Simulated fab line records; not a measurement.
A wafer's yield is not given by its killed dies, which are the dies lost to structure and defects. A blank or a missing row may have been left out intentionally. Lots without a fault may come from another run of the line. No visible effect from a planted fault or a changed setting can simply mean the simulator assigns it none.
8D (eight disciplines) problem report, filled in by code :: flow n5Finfet :: the parts of the form that need people (team, actions taken, sign-off) are left out

1. THE ISSUE
Mean of runLengthS at N5_MOL_CONTACT_COAG_ALD_27: 2944.4 s across 3 wafers in 2 lots; on wafers with no fault it is 2769.9 s (standard deviation 0.59). That is +99 or more standard deviations from the usual mean.
The step: deposits SiOC, target thk 17 nm, pulse time 1.5 s, time 2720 s.
Seen first at day 5 23:34 on aldSin-02, wafer L437.1. The record holds 36 wafers of 12 lots with a number at this step. By rule, "out" or "out of limits" means more than 4 standard deviations away from the usual mean. All remaining wafers that have a number are taken as sound.

2. WHAT IT IS, AND WHAT IT ISN'T
question: which readings at this step
is: runLengthS
is not: heaterPowerW, precursorPulseHeightRel

question: which lots
is: L437, L438
is not: L441, L448, L449, L450, L451, L452, L453, L455, L456, L457

question: which wafers of those lots
is: L437.1, L438.1, L438.4
is not: L437.2, L437.5, L438.3

question: read on which tools
is: aldSin-02
is not: aldSin-01, aldSin-04

question: when
is: from day 5 23:34
is not: up to then (2 sound wafers); but 31 sound wafers of L438, L441, L448, L449, L450, L451, L452, L453, L455, L456, L457 came after

3. SUSPECTS, AND WHAT RULES EACH OUT
Counting: if a tool at a process step up to the reading ran every lot that is out, it stays a suspect. Sound lots after the first of them don't rule it out here, since some wafers of a struck lot are sound.
- aldSin-02 at N5_MOL_CONTACT_COAG_ALD_27 (deposits SiOC, target thk 17 nm, pulse time 1.5 s, time 2720 s): kept. It ran every lot that is out, first L437 (day 5 23:34). Its own runLengthS readings are out on those wafers.
The count leaves aldSin-02 at N5_MOL_CONTACT_COAG_ALD_27.

4. THE CAUSE (what the simulator had put in)
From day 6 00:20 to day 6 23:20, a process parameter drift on aldSin-02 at N5_MOL_CONTACT_COAG_ALD_27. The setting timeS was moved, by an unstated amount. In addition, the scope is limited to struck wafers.
The count eliminated every tool but this one.

5. THE EFFECT CHAIN, in route order
Rows list readings where the struck wafers' mean (over those with a number) sits beyond 3 standard deviations from the usual. Only readings whose record carries a usual standard deviation are examined. hours: median over the lots of the time between each lot's start at the first step of this table that gives one and its start at this step. sigmas: the change, counted in usual standard deviations.
hours: 0
step: N5_MOL_CONTACT_COAG_ALD_27
reading: runLengthS
usual: 2769.9 s
on struck wafers: 2944.4
change: +174.5
sigmas: +99 or more
Process steps it contains:
- N5_MOL_CONTACT_COAG_ALD_27: deposits SiOC, target thk 17 nm, pulse time 1.5 s, time 2720 s.
At these later measuring or inspecting steps, every struck wafer for which the step has a row has a number for every such reading, and none has moved that far: N5_MOL_CONTACT_COAG_INSPECT_57.

6. WHAT WOULD HAVE CAUGHT IT SOONER
In this record the first reading out of limits was taken at day 5 23:34.
